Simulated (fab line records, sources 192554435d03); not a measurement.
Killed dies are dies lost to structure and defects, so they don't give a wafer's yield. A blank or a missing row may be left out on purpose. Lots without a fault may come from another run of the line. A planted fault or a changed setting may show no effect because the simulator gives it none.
fab line records | flow n5_finfet | part 2 of 2: steps 5 to 6 of 6
record lots=18 wafers=54 last_day=18
route steps=1938 shown FIN_SAQP@114 FIN_CUT@169 STI_FIN_REVEAL@187
lots that met no fault: from a run of the same line without faults
start_h: hours from the record's first day to the start of the lot's first wafer shown | wait_h: hours since the lot's step before | " the same as in the row above | L1.1+2: a row that stands for several wafers | - no value, or no start given | * or withheld: withheld | < > ~ a bound
route shown NAME@n: a module of which the file shows steps, and the number in the route of the first | usual: mean/standard deviation of fault-free wafers | same: alike in all rows | chamber/n: place in a boat | sites: the reading at each site | _std_site: their standard deviation | _edge_site: outer sites' mean less inner sites' | radius_mm: how far each site lies from the wafer's centre | mask NAME#n: copy n | behind: the tool/chamber that last shaped the wafer | hold: why the lot was held/for how many hours/how that ended | device: the transistor (n, p or np) that didn't switch | end of line: the same wafers' tests at the end of the route | a step without rows: its recipe alone | killed: dies lost to structure and defects at the first sort, not the wafer's yield | map: a wafer's dies, x killed, . not, _ none there
set.NAME: the setting as run; set.NAME@STEP: as run at that earlier step | model.NAME: the simulator's own value behind a step, which no gauge read
steps of the route over a sample of lots; a table a step, a row a wafer
services: from which hour (start_h, from the record's first day; less than 0 if before it) a tool's chamber was out of use, for how many hours, and why
## steps
# step N5_STI_FIN_REVEAL_CMP_04
# recipe stop_on=Si3N4 t_overpolish_s=4 down_force_psi=2 platen_rpm=54.18 post_cmp_clean=alkaline_brush pad_velocity_m_s=1.078 target_thk_nm=131.83
# usual motor_current_A=8.4/1.1 overpolish_run_s=4.000/0.0094 pad_life_wafers=922/480 time_to_endpoint_s=104/5.6
# columns lot.wafer tool chamber start_h wait_h motor_current_A overpolish_run_s pad_life_wafers time_to_endpoint_s
L074.2 cmp-03 2 34.38 0.1 8.8 3.998 2120 96
L074.1 " 3 " " 6.6 4.010 2121 106
L074.5 " 1 " " 8.1 4.008 - 109
L075.4 cmp-01 2 38.29 0.1 9.5 3.995 643 108
L075.3 " 0 " " 8.3 4.013 645 99
L075.5 " 2 " " 9.6 3.991 - 104
L076.2 cmp-03 1 44.67 0.0 9.2 4.011 24 104
L076.1 " 2 " " 8.3 4.001 25 91
L076.3 " 0 " " 7.6 3.997 27 93
L077.4 cmp-01 3 52.19 0.1 10.6 3.990 758 105
L077.3 " 0 " " 8.1 4.019 759 102
L077.5 " 2 " " 10.0 3.996 - 105
L079.3 cmp-01 1 63.61 0.1 8.8 3.990 841 102
L079.4 " 2 " " 9.9 3.996 842 113
L079.2 " 3 " " 10.5 4.004 843 109
L082.3 cmp-02 2 84.82 0.0 6.3 3.993 684 99
L082.1 " 3 " " 7.7 3.997 685 98
L082.4 " 1 " " 8.6 3.999 687 109
L083.3 cmp-03 2 87.64 0.1 8.2 3.999 373 96
L083.2 " 0 " " 7.2 4.009 375 101
L083.6 " 2 " " 8.0 3.995 - 97
L084.3 cmp-02 1 94.09 0.2 8.6 3.999 774 106
L084.6 " 1 " " 8.7 4.004 - 109
L084.5 " 2 " " 6.4 4.011 - 96
L085.1 cmp-02 0 101.18 0.1 8.5 3.995 824 101
L085.2 " 1 " " 9.2 4.006 825 108
L085.6 " 3 " " 8.0 4.005 - 98
L086.3 cmp-03 2 108.05 0.1 8.1 4.004 536 98
L086.4 " 3 " " 6.6 3.983 537 105
L086.5 " 1 " " 8.9 4.013 - 111
L087.4 cmp-02 1 114.12 0.0 8.5 4.007 864 111
L087.3 " 0 " " 8.3 4.006 867 99
L087.5 " 2 " " 6.4 3.997 - 101
L090.4 cmp-02 1 129.95 0.1 9.3 3.995 951 110
L090.6 " 2 " " 6.7 4.003 - 105
L090.5 " 3 " " 8.0 3.996 - 105
L092.1 cmp-01 1 142.30 0.1 8.6 4.013 1454 104
L092.2 " 2 " " 9.1 4.003 1455 115
L092.5 " 3 " " 10.3 4.006 - 109
L093.1 cmp-02 2 148.64 0.1 6.3 4.013 1099 106
L093.4 " 3 " " 8.1 3.995 1100 109
L093.5 " 2 " " 6.3 4.004 - 109
L094.2 cmp-01 2 152.86 0.0 10.0 4.009 1542 111
L094.3 " 0 " " 8.6 4.015 1544 105
L094.4 " 1 " " 8.7 4.004 1545 105
L095.4 cmp-01 1 161.19 0.2 8.1 4.006 1617 101
L095.5 " 2 " " 9.4 3.996 - 110
L095.6 " 3 " " 10.3 3.997 - 104
L096.3 cmp-02 0 165.73 0.1 8.4 3.997 1238 103
L096.1 " 1 " " 9.2 3.986 1239 114
L096.5 " 2 " " 6.5 4.002 - 103
L097.4 cmp-01 2 170.98 0.0 10.0 3.996 1704 111
L097.2 " 1 " " 8.6 4.002 1707 106
L097.5 " 2 " " 10.1 4.008 - 111
# step N5_STI_FIN_REVEAL_STRIP_24
# recipe chemistry=N2/H2 time_s=90 power_w=100 temp_c=40 pressure_mtorr=100 rf_frequency_hz=6e+07 bias_power_w=3 n2_flow_sccm=300 h2_flow_sccm=300
# usual chamber_pressure_mTorr=99.99/0.092 drypump_motor_current_A=5.6/0.43 oes_product_au=0.79/0.097 rf_vpp_V=45.4/0.87 showerhead_plenum_p_Torr=3.40/0.093 throttle_valve_pct=12.13/0.27
# same time_s=90
# columns lot.wafer tool chamber start_h wait_h chamber_pressure_mTorr drypump_motor_current_A oes_product_au rf_hours_counter_h rf_vpp_V showerhead_plenum_p_Torr throttle_valve_pct
L074.1 rie_diel-01 2 35.16 0.0 99.99 5.6 0.71 235 46.3 3.46 12.44
L074.2 " 0 " " 99.96 5.7 0.77 125 44.3 3.53 12.05
L074.5 " 1 " " 99.87 5.6 0.71 - 45.6 3.46 12.17
L075.3 rie_diel-01 1 38.85 0.0 99.86 5.5 0.70 211 45.6 3.46 12.18
L075.4 " 0 " " 99.85 5.7 0.77 126 43.9 3.53 12.04
L075.5 " 2 " " 100.03 5.6 0.71 - 45.3 3.46 12.44
L076.1 rie_diel-02 2 45.27 0.0 100.01 6.2 0.67 233 43.9 3.34 12.20
L076.2 " 1 " " 100.05 5.4 0.86 30 45.8 3.31 11.79
L076.3 " 0 " " 100.01 6.2 0.69 225 45.8 3.31 12.67
L077.3 rie_diel-01 2 52.70 0.0 100.26 5.6 0.71 240 44.7 3.46 12.45
L077.4 " 3 " " 99.94 4.8 0.82 47 45.2 3.43 11.79
L077.5 " 1 " " 99.98 5.5 0.70 - 44.4 3.46 12.20
L079.2 rie_diel-02 0 64.28 0.0 100.02 6.2 0.70 231 45.7 3.31 12.70
L079.3 " 2 " " 100.09 6.2 0.66 240 43.9 3.33 12.22
L079.4 " 1 " " 100.06 5.4 0.86 37 44.9 3.30 11.82
L082.1 rie_diel-01 3 85.39 0.0 100.05 4.8 0.81 57 45.0 3.43 11.81
L082.3 " 1 " " 99.77 5.5 0.69 227 45.7 3.46 12.22
L082.4 " 0 " " 99.96 5.7 0.75 - 44.0 3.52 12.07
L083.2 rie_diel-01 3 88.24 0.0 100.03 4.8 0.82 58 47.0 3.43 11.81
L083.3 " 0 " " 99.92 5.7 0.75 141 46.1 3.52 12.08
L083.6 " 0 " " 100.10 5.6 0.76 - 45.7 3.52 12.08
L084.3 rie_diel-01 0 94.69 0.0 99.90 5.7 0.75 145 45.2 3.52 12.09
L084.5 " 1 " " 100.03 5.5 0.69 - 44.3 3.45 12.23
L084.6 " 0 " " 99.91 5.7 0.76 - 46.5 3.52 12.09
L085.1 rie_diel-04 0 101.93 0.0 100.12 5.9 0.69 225 45.9 3.31 12.41
L085.2 " 2 " " 100.12 5.0 0.91 22 45.1 3.46 11.94
L085.6 " 0 " " 100.04 5.9 0.69 - 44.2 3.31 12.43
L086.3 rie_diel-04 0 108.69 0.0 99.98 5.9 0.69 229 44.3 3.30 12.44
L086.4 " 0 " " 100.15 5.9 0.68 - 44.8 3.30 12.42
L086.5 " 2 " " 100.08 5.0 0.90 - 45.7 3.46 11.94
L087.3 rie_diel-04 2 114.73 0.0 99.98 5.0 0.90 29 47.0 3.46 11.94
L087.4 " 0 " " 99.97 5.9 0.69 - 46.2 3.30 12.44
L087.5 " 2 " " 100.03 5.0 0.89 - 46.3 3.46 11.94
L090.4 rie_diel-02 0 130.50 0.0 99.87 6.2 0.98 1 45.8 3.30 12.10
L090.5 " 0 " " 100.11 6.2 0.98 - 45.8 3.30 12.08
L090.6 " 1 " " 100.09 5.4 0.83 - 44.0 3.29 11.87
L092.1 rie_diel-02 3 142.90 0.0 99.89 6.1 0.73 184 46.4 3.33 12.35
L092.2 " 2 " " 100.01 6.2 0.89 12 45.6 3.32 11.65
L092.5 " 1 " " 99.92 5.4 0.81 - 46.3 3.29 11.90
L093.1 rie_diel-04 3 149.17 0.0 99.98 5.6 0.69 236 44.3 3.47 12.49
L093.4 " 1 " " 100.03 5.2 0.93 10 45.8 3.62 11.94
L093.5 " 1 " " 100.09 5.2 0.92 - 45.8 3.62 11.95
L094.2 rie_diel-04 0 153.43 0.0 100.01 5.8 0.67 245 43.2 3.30 12.48
L094.3 " 3 " " 100.03 5.6 0.69 238 46.8 3.46 12.49
L094.4 " 1 " " 100.01 5.2 0.92 12 45.1 3.62 11.96
L095.4 rie_diel-01 0 161.71 0.0 100.20 5.7 0.73 169 45.1 3.51 12.14
L095.5 " 1 " " 99.98 5.6 0.96 - 45.4 3.44 11.65
L095.6 " 2 " " 100.02 5.6 0.94 - 44.5 3.44 11.90
L096.1 rie_diel-01 1 166.23 0.0 99.99 5.5 0.95 4 44.7 3.44 11.67
L096.3 " 0 " " 99.98 5.7 0.73 171 45.7 3.50 12.16
L096.5 " 0 " " 99.91 5.7 0.74 - 44.5 3.50 12.15
L097.2 rie_diel-02 3 171.55 0.0 100.02 6.1 0.73 194 45.5 3.32 12.38
L097.4 " 2 " " 99.74 6.2 0.88 22 44.1 3.32 11.68
L097.5 " 2 " " 100.13 6.2 0.89 - 43.6 3.32 11.66
## services
# columns tool chamber start_h hours kind
cmp-03 - 4.45 2.5 repair
rie_diel-04 - 10.94 0.7 repair
cmp-01 - 11.52 2.4 repair
rie_diel-06 1 12.29 8.9 repair
rie_diel-06 3 18.92 6.0 repair
cmp-03 - 37.72 4.0 pm
rie_diel-06 0 46.11 4.4 repair
cmp-01 - 55.84 2.4 repair
rie_si-02 3 56.79 51.3 repair
rie_diel-04 2 84.75 13.7 repair
cmp-02 - 105.34 8.4 pm
rie_diel-03 0 109.28 3.0 repair
cmp-01 - 110.09 5.6 pm
rie_diel-01 0 114.92 6.0 repair
rie_diel-06 0 119.35 10.0 repair
cmp-02 - 120.21 4.8 pm
rie_diel-05 0 124.31 6.9 repair
cmp-02 - 125.63 1.4 repair
rie_diel-03 1 127.54 46.7 repair
cmp-01 - 135.99 0.7 repair
rie_diel-05 3 136.41 7.8 repair
rie_si-04 0 146.59 4.2 repair
rie_si-02 1 149.19 5.1 repair
cmp-02 - 152.67 0.9 repair
